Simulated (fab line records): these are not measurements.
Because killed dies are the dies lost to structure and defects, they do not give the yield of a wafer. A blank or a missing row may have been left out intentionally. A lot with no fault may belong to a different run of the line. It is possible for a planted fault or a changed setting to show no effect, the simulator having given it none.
Chamber matching	flow nand-harc	NHARC_P_M0_CMP_23 on cmp-03 has 4 sister chambers
The step polishes, t overpolish 20 s, target thk 117.53 nm. 20 wafers are shown with their chamber, then 10 later ones without.

WAFERS PAIRED WITH THEIR CHAMBERS
wafer	chamber	motor-current-A (A)	time-to-endpoint-s (s)	edge-zone-pressure-frac
L077.4	3	11.5	32.9	0.999
L077.5	1	11.4	37.0	0.996
L077.6	0	10.2	32.9	1.004
L075.2	2	12.2	31.5	0.999
L075.4	1	11.3	34.0	0.998
L075.6	3	11.8	30.9	1.004
L082.1	1	11.4	32.7	0.997
L082.3	0	10.2	28.6	0.992
L082.6	3	11.3	27.9	1.001
L083.1	3	11.3	34.1	0.999
L083.3	0	10.8	31.4	0.996
L083.5	3	11.8	32.3	1.003
L086.2	1	10.6	35.4	0.991
L086.4	3	10.8	29.8	1.010
L086.5	0	9.9	29.7	1.007
L088.3	2	13.1	24.1	1.004
L088.4	3	11.9	25.8	1.003
L088.6	0	10.6	28.3	0.999
L091.3	0	10.0	24.6	0.992
L091.5	0	10.3	27.1	0.996

SIGNATURES (averages over the wafers above)
reading	chamber 0	chamber 1	chamber 2	chamber 3	scatter within a chamber
motor-current-A	10.286	11.175	12.650	11.486	0.385
time-to-endpoint-s	28.943	34.775	27.800	30.529	2.9
edge-zone-pressure-frac	0.99800	0.99550	1.00150	1.00271	0.00451
Rule: a wafer lies at a distance from a chamber equal to the root of the sum of squares, over the readings, of (its reading less the chamber's mean, divided by the reading's scatter). The wafer belongs to the nearest chamber; if the next one is less than 2 further off, it can't be placed. The scatter: take each reading less its chamber's mean, square it, sum over the shown wafers, divide by the number of wafers less the number of chambers, and take the root.

WAFERS WHOSE CHAMBER IS MISSING
wafer	motor-current-A (A)	time-to-endpoint-s (s)	edge-zone-pressure-frac
L091.6	10.7	30.6	1.009
L093.2	11.7	31.9	1.009
L093.4	11.4	27.2	0.998
L093.6	11.4	29.1	1.000
L096.1	12.6	24.1	1.000
L096.3	11.2	27.7	0.991
L096.5	10.4	31.2	1.002
L095.2	10.9	31.3	0.999
L095.4	10.6	26.9	1.003
L095.6	12.6	22.2	0.998

CHAMBER TAKEN BY EACH
wafer	from the rows above	in truth
L091.6	can't be placed: 3 or 0 or 1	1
L093.2	can't be placed: 3 or 2 or 1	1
L093.4	can't be placed: 3 or 1 or 0 or 2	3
L093.6	can't be placed: 3 or 1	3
L096.1	2	2
L096.3	can't be placed: 1 or 0 or 3 or 2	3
L096.5	can't be placed: 0 or 1 or 3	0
L095.2	can't be placed: 1 or 3 or 0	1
L095.4	can't be placed: 0 or 3 or 1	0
L095.6	2	2
2 of 10 placed correctly. Not placeable from these rows: 8 (in 8, the candidates include the true chamber). 0 placed wrongly.
